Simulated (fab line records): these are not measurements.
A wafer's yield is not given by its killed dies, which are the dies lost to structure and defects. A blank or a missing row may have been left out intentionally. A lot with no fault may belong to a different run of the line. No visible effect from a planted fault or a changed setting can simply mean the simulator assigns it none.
fab line records	flow n5_finfet
record: lots: 7	wafers: 20	last_day: 16
route steps=1938 shown BEOL_M1@826 BEOL_M4@1111 PASSIVATION@1936
lots that met no fault: from a run of the same line without faults
start_h: hours from the record's opening day to when the first of the lot's shown wafers began	wait_h: how many hours have passed since the lot's step before this one	" identical to the entry in the row above	L1.1+2: several wafers, shown together as one row	- no value, or no start was given	* or withheld: withheld	< > ~ a bound
route shown NAME@n: names a module that has steps shown in the file, with the first one's number in the route	usual: mean/standard deviation taken from wafers without a fault	same: alike in all rows	chamber/n: place in a boat	sites: per-site readings	_std_site: the values' standard deviation	_edge_site: the outer-site mean with the inner-site mean subtracted	radius_mm: how far each site lies from the wafer's centre	mask NAME#n: copy n	behind: the tool/chamber that last shaped the wafer	hold: why the lot went on hold/how many hours it stayed there/how the hold came to an end	device: the transistor (n, p or np) that didn't switch	end of line: tests of these same wafers at the route's end	a step with no rows: only its recipe	killed: count of dies lost to structure and defects at first sort (not the wafer's yield)	map: shows each die of a wafer: x if killed, . if not, _ if none is there
set.NAME: the run value of the setting; set.NAME@STEP: its run value at that earlier step	model.NAME: the simulator's own value behind a step, which no gauge read
a table for each step, a row for each wafer; lots at some steps of the route
services: the hour from which a tool's chamber was out of use, counted from the record's first day as start_h (under 0 if before that day), plus the number of hours and why
== steps ==
step: N5_BEOL_M1_SPUTTER_92
recipe: material: Cu	target_thk_a: 45	temp_c: -20	chamber_pressure_pa: 0.07	power_w: withheld	time_s: 8.29
usual: throttle_valve_pct: 29.5/1.2
lot.wafer	tool	chamber	start_h	wait_h	throttle_valve_pct
L261.1	pvd_sputter-01	-	145.72	0.1	28.7
L261.3	"	-	"	"	29.6
L261.4	"	-	"	"	28.1
L265.2	pvd_sputter-02	-	174.31	0.1	28.7
L265.3	"	-	"	"	28.2
L265.5	"	-	"	"	28.7
L266.3	pvd_sputter-03	-	179.45	0.1	29.5
L266.5	"	-	"	"	29.8
L266.6	"	-	"	"	28.7
L268.1	pvd_sputter-02	-	181.27	0.1	29.1
L268.2	"	-	"	"	30.8
L268.6	"	-	"	"	28.5
L269.1	pvd_sputter-02	-	190.94	0.1	28.9
L269.4	"	-	"	"	29.1
L269.5	"	-	"	"	28.7
L274.2	pvd_sputter-03	-	213.98	0.1	28.6
L274.3	"	-	"	"	32.2
L274.5	"	-	"	"	32.0
L279.1	pvd_sputter-01	-	251.83	0.1	30.5
L279.5	"	-	"	"	28.9
step: N5_BEOL_M1_ANNEAL_93
recipe: temp_c: 400	time_s: 240	ambient: vacuum
usual: heater_power_w: 826/61
lot.wafer	tool	chamber	start_h	wait_h	heater_power_w
L261.1	pvd_sputter-01	-	145.80	0.0	758
L261.3	"	-	"	"	901
L261.4	"	-	"	"	800
L265.2	pvd_sputter-02	-	174.39	0.0	782
L265.3	"	-	"	"	805
L265.5	"	-	"	"	789
L266.3	pvd_sputter-03	-	179.53	0.0	762
L266.5	"	-	"	"	899
L266.6	"	-	"	"	911
L268.1	pvd_sputter-02	-	181.35	0.0	874
L268.2	"	-	"	"	741
L268.6	"	-	"	"	783
L269.1	pvd_sputter-02	-	191.02	0.0	796
L269.4	"	-	"	"	886
L269.5	"	-	"	"	787
L274.2	pvd_sputter-03	-	214.06	0.0	901
L274.3	"	-	"	"	844
L274.5	"	-	"	"	854
L279.1	pvd_sputter-01	-	251.91	0.0	875
L279.5	"	-	"	"	741
step: N5_BEOL_M1_SPUTTER_94
recipe: material: Cu	target_thk_a: 45	temp_c: -20	chamber_pressure_pa: 0.07	power_w: withheld	time_s: 8.29
step: N5_BEOL_M1_ANNEAL_95
recipe: temp_c: 400	time_s: 240	ambient: vacuum
usual: heater_power_w: 826/60
lot.wafer	tool	chamber	start_h	wait_h	heater_power_w
L261.1	pvd_sputter-01	-	146.02	0.0	741
L261.3	"	-	"	"	939
L261.4	"	-	"	"	813
L265.2	pvd_sputter-02	-	174.61	0.0	777
L265.3	"	-	"	"	768
L265.5	"	-	"	"	795
L266.3	pvd_sputter-03	-	179.75	0.0	782
L266.5	"	-	"	"	902
L266.6	"	-	"	"	885
L268.1	pvd_sputter-02	-	181.57	0.0	892
L268.2	"	-	"	"	765
L268.6	"	-	"	"	771
L269.1	pvd_sputter-02	-	191.24	0.0	786
L269.4	"	-	"	"	875
L269.5	"	-	"	"	762
L274.2	pvd_sputter-03	-	214.28	0.0	912
L274.3	"	-	"	"	845
L274.5	"	-	"	"	825
L279.1	pvd_sputter-01	-	252.13	0.0	855
L279.5	"	-	"	"	730
step: N5_BEOL_M1_SPUTTER_96
recipe: material: Cu	target_thk_a: 45	temp_c: -20	chamber_pressure_pa: 0.07	power_w: withheld	time_s: 8.29
usual: throttle_valve_pct: 29.6/1.2
lot.wafer	tool	chamber	start_h	wait_h	throttle_valve_pct
L261.1	pvd_sputter-01	-	146.16	0.1	29.0
L261.3	"	-	"	"	29.5
L261.4	"	-	"	"	27.8
L265.2	pvd_sputter-02	-	174.75	0.1	28.6
L265.3	"	-	"	"	28.9
L265.5	"	-	"	"	28.5
L266.3	pvd_sputter-03	-	179.89	0.1	29.7
L266.5	"	-	"	"	30.0
L266.6	"	-	"	"	28.7
L268.1	pvd_sputter-02	-	181.71	0.1	29.2
L268.2	"	-	"	"	30.6
L268.6	"	-	"	"	28.5
L269.1	pvd_sputter-02	-	191.38	0.1	28.4
L269.4	"	-	"	"	29.1
L269.5	"	-	"	"	28.9
L274.2	pvd_sputter-03	-	214.42	0.1	28.7
L274.3	"	-	"	"	32.3
L274.5	"	-	"	"	31.8
L279.1	pvd_sputter-01	-	252.27	0.1	30.5
L279.5	"	-	"	"	28.6
step: N5_BEOL_M1_ECD_50
recipe: material: Cu	target_thk_a: 3000
step: N5_BEOL_M1_ANNEAL_51
recipe: temp_c: 225	time_s: 90	ambient: N2
step: N5_BEOL_M1_CMP_52
recipe: stop_on: SiOC	t_overpolish_s: 6.8	down_force_psi: 1	platen_rpm: 50	clearing_platen_down_force_psi: 1.5	clearing_platen_rpm: 50	post_cmp_clean: cu_alkaline	target_thk_nm: 40	clearing_platen_pad_velocity_m_s: 0.99484	pad_velocity_m_s: 0.99484
step: N5_BEOL_M1_THK_MEAS_53
recipe: thk_meas_gauge: xrf	reads: Cu_of_BEOL_M1_ECD_50
usual: M1_THK: 40.5/1.7
lot.wafer	tool	chamber	start_h	wait_h	M1_THK[nm]
L261.1	film_metro-02	-	146.95	-	38.0
L261.3	"	-	"	"	37.5
L261.4	"	-	"	"	41.0
L265.2	film_metro-02	-	175.54	-	39.6
L265.3	"	-	"	"	42.3
L265.5	"	-	"	"	42.3
L266.3	film_metro-02	-	180.68	-	44.4
L266.5	"	-	"	"	39.8
L266.6	"	-	"	"	43.0
L268.1	film_metro-01	-	182.73	-	40.1
L268.2	"	-	"	"	42.0
L268.6	"	-	"	"	42.4
L269.1	film_metro-02	-	192.16	-	37.4
L269.4	"	-	"	"	42.1
L269.5	"	-	"	"	38.6
L274.2	film_metro-01	-	215.20	-	40.3
L274.3	"	-	"	"	40.9
L274.5	"	-	"	"	42.3
L279.1	film_metro-01	-	253.08	-	39.7
L279.5	"	-	"	"	40.4
step: N5_BEOL_M1_PRE_CLEAN_60
recipe: gas: NH3/H2	time_s: 15	temp_c: *	rf_power_w: 300
usual: heater_power_w: 71/11
lot.wafer	tool	chamber	start_h	wait_h	heater_power_w
L261.1	cvd_co-02	2	146.98	0.0	84
L261.3	"	0	"	"	74
L261.4	"	0	"	"	75
L265.2	cvd_co-01	0	175.58	0.0	65
L265.3	"	1	"	"	56
L265.5	"	1	"	"	54
L266.3	cvd_co-02	2	180.71	0.0	81
L266.5	"	2	"	"	81
L266.6	"	1	"	"	90
L268.1	cvd_co-02	1	182.77	0.0	88
L268.2	"	2	"	"	82
L268.6	"	1	"	"	89
L269.1	cvd_co-01	1	192.20	0.0	55
L269.4	"	0	"	"	66
L269.5	"	2	"	"	78
L274.2	cvd_co-01	0	215.26	0.1	67
L274.3	"	2	"	"	80
L274.5	"	0	"	"	67
L279.1	cvd_co-01	0	253.11	0.0	65
L279.5	"	2	"	"	79
step: N5_BEOL_M1_CO_CAP_55
recipe: material: Co	target_thk_a: 20	temp_c: 200	precursor: CCTBA/H2	pressure_torr: 30	time_s: 102.1
step: N5_BEOL_M1_PRE_CLEAN_56
recipe: gas: NH3	time_s: 15	temp_c: withheld	rf_power_w: 300
step: N5_BEOL_M1_DEP_57
recipe: material: SiCN	target_thk_a: 80	temp_c: withheld	precursor: 3MS/NH3	pressure_torr: 3	rf_w: 202	time_s: 14
usual: chamber_pressure_Torr: 3.002/0.0061	rf_fwd_power_W: 199.0/1.2	showerhead_plenum_p_Torr: 3.657/0.011	throttle_valve_pct: 9.2/0.75
lot.wafer	tool	chamber	start_h	wait_h	chamber_pressure_Torr	rf_fwd_power_W	showerhead_plenum_p_Torr	throttle_valve_pct
L261.1	pecvd-01	2	147.14	0.0	3.008	199.3	3.672	8.1
L261.3	"	1	"	"	3.001	197.6	3.663	10.2
L261.4	"	2	"	"	3.016	199.7	3.665	8.5
L265.2	pecvd-03	2	175.73	0.0	2.999	200.5	3.653	8.6
L265.3	"	1	"	"	2.998	199.7	3.650	9.4
L265.5	"	1	"	"	2.996	198.8	3.657	9.5
L266.3	pecvd-01	0	180.87	0.0	-	-	-	-
L266.5	"	1	"	"	-	-	-	-
L266.6	"	2	"	"	-	-	-	-
L268.1	pecvd-01	1	182.92	0.0	-	-	-	-
L268.2	"	0	"	"	-	-	-	-
L268.6	"	2	"	"	-	-	-	-
L269.1	pecvd-04	0	192.36	0.0	-	-	-	-
L269.4	"	2	"	"	-	-	-	-
L269.5	"	0	"	"	-	-	-	-
L274.2	pecvd-04	1	215.42	0.0	2.997	197.1	3.667	10.4
L274.3	"	2	"	"	2.998	199.6	3.653	8.3
L274.5	"	0	"	"	2.996	199.9	3.642	9.1
L279.1	pecvd-04	1	253.28	0.0	2.994	197.0	3.668	10.2
L279.5	"	1	"	"	2.997	196.4	3.671	10.4
step: N5_BEOL_M4_RC_MEAS_101
usual: DIBL_N: 36.3/1.6	DIBL_P: 36.2/2.1	IOFF_N: 0.16/0.031	IOFF_P: 0.21/0.034	ION_N: 673/11	ION_P: 461/7.4	SS_N: 71.6/0.55	SS_P: 73.3/0.66	VT_N: 251/3.2	VT_P: -251/3.5
lot.wafer	tool	chamber	start_h	wait_h	DIBL_N[mV/V]	DIBL_P[mV/V]	IOFF_N[nA/um]	IOFF_P[nA/um]	ION_N[uA/um]	ION_P[uA/um]	SS_N[mV/dec]	SS_P[mV/dec]	VT_N[mV]	VT_P[mV]
L261.1	prober-01	0	179.89	0.0	35.8	34.9	0.15	0.18	668	454	72.2	72.9	254	-252
L261.3	"	0	"	"	35.2	35.2	0.14	0.18	666	459	71.4	73.5	252	-253
L261.4	"	0	"	"	35.5	36.0	0.16	0.20	672	459	71.9	73.0	249	-251
L265.2	prober-01	0	204.88	0.2	35.2	34.9	0.13	0.17	663	448	71.0	72.3	254	-255
L265.3	"	0	"	"	34.4	33.3	0.12	0.16	669	458	71.0	72.1	255	-258
L265.5	"	0	"	"	36.8	36.8	0.16	0.21	687	463	70.9	73.3	248	-252
L274.2	prober-02	0	245.59	0.2	35.8	36.0	0.16	0.23	678	469	71.1	72.4	246	-247
L274.3	"	0	"	"	35.2	36.1	0.15	0.23	671	466	71.1	72.8	247	-244
L274.5	"	0	"	"	36.3	37.2	0.17	0.25	685	485	71.4	72.8	249	-243
L279.1	prober-01	0	280.98	0.0	37.6	36.2	0.15	0.19	664	454	72.1	73.3	252	-252
L279.5	"	0	"	"	36.0	35.4	0.13	0.19	661	454	72.1	73.5	254	-254
step: N5_PASSIVATION_PROBE_49
usual: defect_limited_yield: 91.5/1.5	killed_at_M0_to_M3: 32/9.4	killed_at_M4_up: 12/5.1	killed_at_contacts: 11/7.4	killed_at_front_end: 41/11	killed_at_other: 3.4/2.5	killed_dies: 100/17	killed_on_rim: 13/4.4	killed_open: 65/14	killed_short: 33/7	sort_bin_5_function: 4.9/0.96	sort_bin_6_memory: 3.1/0.7	sort_n_pass: 1080/17	sort_yield_pct: 91.5/1.5
same: gross_dies: 1180	killed_at_back_side: 0	sort_bin_4_leakage[%]: 0	sort_bin_8_speed[%]: 0
lot.wafer	tool	chamber	start_h	wait_h	defect_limited_yield[%]	killed_at_M0_to_M3	killed_at_M4_up	killed_at_contacts	killed_at_front_end	killed_at_other	killed_dies	killed_on_rim	killed_open	killed_short	sort_bin_5_function[%]	sort_bin_6_memory[%]	sort_n_pass	sort_yield_pct[%]
L261.1	prober-01	-	278.56	0.0	88.8	25	17	26	63	1	132	15	87	39	6.5	3.9	1048	88.8
L261.3	prober-01	-	278.66	0.1	92.2	21	14	18	36	3	92	13	60	31	4.7	3.0	1088	92.2
L261.4	prober-01	-	278.71	0.2	90.3	27	26	7	51	4	115	13	68	44	6.3	3.1	1065	90.3
L266.3	prober-02	-	304.50	0.1	0	1123	7	15	33	2	1180	152	63	36	96.2	3.2	0	0
L266.5	prober-02	-	304.60	0.2	0	1105	11	15	44	5	1180	152	53	46	95.9	3.6	0	0
L266.6	prober-02	-	304.65	0.3	0	1116	14	15	29	6	1180	152	49	36	97.0	2.6	0	0
L268.1	prober-02	-	305.11	0.0	0	1129	10	6	34	1	1180	152	63	27	96.8	3.0	0	0
L268.2	prober-02	-	305.16	0.1	0	1104	12	10	52	2	1180	152	91	42	96.2	3.5	0	0
L268.6	prober-02	-	305.36	0.3	0	1134	9	5	32	0	1180	152	74	25	96.7	3.2	0	0
L269.1	prober-02	-	317.61	0.0	0	1110	11	26	33	0	1180	152	84	28	95.9	3.6	0	0
L269.4	prober-02	-	317.76	0.2	0	1095	13	20	50	2	1180	152	91	31	95.1	4.7	0	0
L269.5	prober-02	-	317.81	0.2	0	1106	16	19	33	6	1180	152	93	32	95.9	3.9	0	0
killed by level:class
L261.1 MOL_CONTACT_COAG:geometric_particle:open=22 FIN_SAQP:geometric_particle:open=14 STI_FIN_REVEAL:geometric_particle:open=9 BEOL_M4:geometric_particle:open=9 BEOL_M0_SAQP:geometric_particle:short=7 BEOL_M0_SAQP:geometric_particle:open=6 GATE_CUT:geometric_particle:short=6 FIN_SAQP:geometric_particle:short=5
L261.3 MOL_CONTACT_COAG:geometric_particle:open=15 BEOL_M4:geometric_particle:open=8 FIN_SAQP:geometric_particle:open=7 GATE_CUT:geometric_particle:short=7 BEOL_M2:geometric_particle:open=6 FIN_SAQP:geometric_particle:short=5 STI_FIN_REVEAL:geometric_particle:open=5 BEOL_M0_SAQP:geometric_particle:short=4
L261.4 BEOL_M4:geometric_particle:open=11 BEOL_M0_SAQP:geometric_particle:short=9 FIN_SAQP:geometric_particle:open=8 STARTING-WAFER:geometric_particle:open=8 FIN_SAQP:geometric_particle:short=7 STI_FIN_REVEAL:geometric_particle:open=7 BEOL_M3:geometric_particle:open=7 BEOL_M4:geometric_particle:short=6
L266.3 BEOL_M1:area_dep=1078 MOL_CONTACT_COAG:geometric_particle:open=11 BEOL_M0_SAQP:geometric_particle:short=10 FIN_SAQP:geometric_particle:open=9 BEOL_M1:geometric_particle:open=9 BEOL_M2:geometric_particle:open=9 BEOL_M0_SAQP:geometric_particle:open=7 FIN_SAQP:geometric_particle:short=4
L266.5 BEOL_M1:area_dep=1081 MOL_CONTACT_COAG:geometric_particle:open=12 FIN_SAQP:geometric_particle:short=8 GATE_CUT:geometric_particle:short=7 BEOL_M5:geometric_particle:open=6 STI_FIN_REVEAL:geometric_particle:open=5 STARTING-WAFER:geometric_particle:short=5 FIN_SAQP:geometric_particle:open=4
L266.6 BEOL_M1:area_dep=1094 MOL_CONTACT_COAG:geometric_particle:open=9 BEOL_M3:geometric_particle:open=7 FIN_SAQP:geometric_particle:open=6 MOL_CONTACT_COAG:geometric_particle:short=6 FIN_SAQP:geometric_particle:short=4 GATE_CUT:geometric_particle:short=4 BEOL_M0_SAQP:geometric_particle:short=4
L268.1 BEOL_M1:area_dep=1090 FIN_SAQP:geometric_particle:open=12 BEOL_M1:geometric_particle:open=11 STI_FIN_REVEAL:geometric_particle:open=7 BEOL_M0_SAQP:geometric_particle:short=7 FIN_SAQP:geometric_particle:short=6 MOL_CONTACT_COAG:geometric_particle:open=4 BEOL_M0_SAQP:geometric_particle:open=4
L268.2 BEOL_M1:area_dep=1046 FIN_SAQP:geometric_particle:open=20 BEOL_M2:geometric_particle:open=18 STI_FIN_REVEAL:geometric_particle:open=11 BEOL_M0_SAQP:geometric_particle:short=10 BEOL_M0_SAQP:geometric_particle:open=8 MOL_CONTACT_COAG:geometric_particle:open=7 BEOL_M1:geometric_particle:open=7
L268.6 BEOL_M1:area_dep=1081 BEOL_M2:geometric_particle:open=26 FIN_SAQP:geometric_particle:open=9 STI_FIN_REVEAL:geometric_particle:open=9 BEOL_M0_SAQP:geometric_particle:short=8 BEOL_M0_SAQP:geometric_particle:open=7 BEOL_M1:geometric_particle:open=5 MOL_CONTACT_COAG:geometric_particle:open=4
L269.1 BEOL_M1:area_dep=1064 MOL_CONTACT_COAG:geometric_particle:open=19 BEOL_M1:geometric_particle:open=13 STI_FIN_REVEAL:geometric_particle:open=12 BEOL_M0_SAQP:geometric_particle:short=11 BEOL_M0_SAQP:geometric_particle:open=11 MOL_CONTACT_COAG:geometric_particle:short=7 FIN_SAQP:geometric_particle:open=6
L269.4 BEOL_M1:area_dep=1055 STI_FIN_REVEAL:geometric_particle:open=16 MOL_CONTACT_COAG:geometric_particle:open=15 BEOL_M3:geometric_particle:open=10 FIN_SAQP:geometric_particle:open=9 BEOL_M2:geometric_particle:open=9 BEOL_M1:geometric_particle:open=7 STARTING-WAFER:geometric_particle:short=6
L269.5 BEOL_M1:area_dep=1053 MOL_CONTACT_COAG:geometric_particle:open=16 BEOL_M3:geometric_particle:open=13 BEOL_M1:geometric_particle:open=10 BEOL_M0_SAQP:geometric_particle:open=8 FIN_SAQP:geometric_particle:open=7 STI_FIN_REVEAL:geometric_particle:open=7 ILD0:geometric_particle:open=6
map L266.3 (x killed, . not)
_________________xxxxxxxxxxxx________________
______________xxxxxxxxxxxxxxxxxx_____________
___________xxxxxxxxxxxxxxxxxxxxxxxx__________
__________xxxxxxxxxxxxxxxxxxxxxxxxxx_________
________xxxxxxxxxxxxxxxxxxxxxxxxxxxxxx_______
_______xxxxxxxxxxxxxxxxxxxxxxxxxxxxxxxx______
______xxxxxxxxxxxxxxxxxxxxxxxxxxxxxxxxxx_____
_____xxxxxxxxxxxxxxxxxxxxxxxxxxxxxxxxxxxx____
____xxxxxxxxxxxxxxxxxxxxxxxxxxxxxxxxxxxxxx___
___xxxxxxxxxxxxxxxxxxxxxxxxxxxxxxxxxxxxxxxx__
___xxxxxxxxxxxxxxxxxxxxxxxxxxxxxxxxxxxxxxxx__
__xxxxxxxxxxxxxxxxxxxxxxxxxxxxxxxxxxxxxxxxxx_
__xxxxxxxxxxxxxxxxxxxxxxxxxxxxxxxxxxxxxxxxxx_
_xxxxxxxxxxxxxxxxxxxxxxxxxxxxxxxxxxxxxxxxxxxx
_xxxxxxxxxxxxxxxxxxxxxxxxxxxxxxxxxxxxxxxxxxxx
_xxxxxxxxxxxxxxxxxxxxxxxxxxxxxxxxxxxxxxxxxxxx
_xxxxxxxxxxxxxxxxxxxxxxxxxxxxxxxxxxxxxxxxxxxx
_xxxxxxxxxxxxxxxxxxxxxxxxxxxxxxxxxxxxxxxxxxxx
_xxxxxxxxxxxxxxxxxxxxxxxxxxxxxxxxxxxxxxxxxxxx
_xxxxxxxxxxxxxxxxxxxxxxxxxxxxxxxxxxxxxxxxxxxx
_xxxxxxxxxxxxxxxxxxxxxxxxxxxxxxxxxxxxxxxxxxxx
__xxxxxxxxxxxxxxxxxxxxxxxxxxxxxxxxxxxxxxxxxx_
__xxxxxxxxxxxxxxxxxxxxxxxxxxxxxxxxxxxxxxxxxx_
___xxxxxxxxxxxxxxxxxxxxxxxxxxxxxxxxxxxxxxxx__
___xxxxxxxxxxxxxxxxxxxxxxxxxxxxxxxxxxxxxxxx__
____xxxxxxxxxxxxxxxxxxxxxxxxxxxxxxxxxxxxxx___
_____xxxxxxxxxxxxxxxxxxxxxxxxxxxxxxxxxxxx____
______xxxxxxxxxxxxxxxxxxxxxxxxxxxxxxxxxx_____
_______xxxxxxxxxxxxxxxxxxxxxxxxxxxxxxxx______
________xxxxxxxxxxxxxxxxxxxxxxxxxxxxxx_______
__________xxxxxxxxxxxxxxxxxxxxxxxxxx_________
___________xxxxxxxxxxxxxxxxxxxxxxxx__________
______________xxxxxxxxxxxxxxxxxx_____________
_________________xxxxxxxxxxxx________________
map L268.1 (x killed, . not)
_________________xxxxxxxxxxxx________________
______________xxxxxxxxxxxxxxxxxx_____________
___________xxxxxxxxxxxxxxxxxxxxxxxx__________
__________xxxxxxxxxxxxxxxxxxxxxxxxxx_________
________xxxxxxxxxxxxxxxxxxxxxxxxxxxxxx_______
_______xxxxxxxxxxxxxxxxxxxxxxxxxxxxxxxx______
______xxxxxxxxxxxxxxxxxxxxxxxxxxxxxxxxxx_____
_____xxxxxxxxxxxxxxxxxxxxxxxxxxxxxxxxxxxx____
____xxxxxxxxxxxxxxxxxxxxxxxxxxxxxxxxxxxxxx___
___xxxxxxxxxxxxxxxxxxxxxxxxxxxxxxxxxxxxxxxx__
___xxxxxxxxxxxxxxxxxxxxxxxxxxxxxxxxxxxxxxxx__
__xxxxxxxxxxxxxxxxxxxxxxxxxxxxxxxxxxxxxxxxxx_
__xxxxxxxxxxxxxxxxxxxxxxxxxxxxxxxxxxxxxxxxxx_
_xxxxxxxxxxxxxxxxxxxxxxxxxxxxxxxxxxxxxxxxxxxx
_xxxxxxxxxxxxxxxxxxxxxxxxxxxxxxxxxxxxxxxxxxxx
_xxxxxxxxxxxxxxxxxxxxxxxxxxxxxxxxxxxxxxxxxxxx
_xxxxxxxxxxxxxxxxxxxxxxxxxxxxxxxxxxxxxxxxxxxx
_xxxxxxxxxxxxxxxxxxxxxxxxxxxxxxxxxxxxxxxxxxxx
_xxxxxxxxxxxxxxxxxxxxxxxxxxxxxxxxxxxxxxxxxxxx
_xxxxxxxxxxxxxxxxxxxxxxxxxxxxxxxxxxxxxxxxxxxx
_xxxxxxxxxxxxxxxxxxxxxxxxxxxxxxxxxxxxxxxxxxxx
__xxxxxxxxxxxxxxxxxxxxxxxxxxxxxxxxxxxxxxxxxx_
__xxxxxxxxxxxxxxxxxxxxxxxxxxxxxxxxxxxxxxxxxx_
___xxxxxxxxxxxxxxxxxxxxxxxxxxxxxxxxxxxxxxxx__
___xxxxxxxxxxxxxxxxxxxxxxxxxxxxxxxxxxxxxxxx__
____xxxxxxxxxxxxxxxxxxxxxxxxxxxxxxxxxxxxxx___
_____xxxxxxxxxxxxxxxxxxxxxxxxxxxxxxxxxxxx____
______xxxxxxxxxxxxxxxxxxxxxxxxxxxxxxxxxx_____
_______xxxxxxxxxxxxxxxxxxxxxxxxxxxxxxxx______
________xxxxxxxxxxxxxxxxxxxxxxxxxxxxxx_______
__________xxxxxxxxxxxxxxxxxxxxxxxxxx_________
___________xxxxxxxxxxxxxxxxxxxxxxxx__________
______________xxxxxxxxxxxxxxxxxx_____________
_________________xxxxxxxxxxxx________________
== services ==
tool	chamber	start_h	hours	kind
pecvd-04	-	135.85	0.9	repair
cvd_co-02	-	136.33	2.8	pm
pecvd-03	0	146.19	21.5	repair
pecvd-04	1	148.80	8.8	repair
pecvd-01	0	155.28	4.9	repair
pecvd-04	-	157.10	2.5	repair
cvd_co-01	2	164.89	2.3	repair
pecvd-04	-	166.30	2.6	repair
pecvd-03	-	171.75	3.1	repair
pecvd-03	2	182.22	5.5	scheduled_down
pecvd-03	2	188.70	2.1	scheduled_down
pecvd-01	-	191.75	2.8	pm
cvd_co-01	0	192.50	9.5	repair
pecvd-03	1	206.10	6.1	repair
pecvd-01	0	207.62	2.1	scheduled_down
pecvd-04	1	236.36	2.1	scheduled_down
pecvd-04	-	238.23	0.5	repair
pecvd-03	1	243.14	2.1	scheduled_down
pecvd-04	0	251.52	12.3	repair
== key ==
first_sign: step: N5_BEOL_M1_DEP_57	reading: tool_record	direction: missing
effect: step: N5_PASSIVATION_PROBE_49	reading: killed_at_M0_to_M3	direction: up	sigmas: 99+	usual: 32	struck: 1114
more_kills_born_at: N5_BEOL_M1_DEP_57@pecvd-01: 6470	N5_BEOL_M1_DEP_57@pecvd-04: 3172
met_at N5_BEOL_M1_DEP_57
struck_wafers L266.3,L266.5,L266.6,L268.1,L268.2,L268.6,L269.1,L269.4,L269.5
later_rows_left_out L266.3,L266.5,L266.6,L268.1,L268.2,L268.6,L269.1,L269.4,L269.5
onset_between 147.14 180.87
fault: kind: skipped_step_whole	tool: pecvd-01,pecvd-04	chamber: -	onset_h: 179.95	steps: N5_BEOL_M1_DEP_57	scope: struck_lots_only
later_rows_left_out: the simulator's readings of these wafers behind a module that went badly wrong aren't trusted and aren't shown, but for the sort
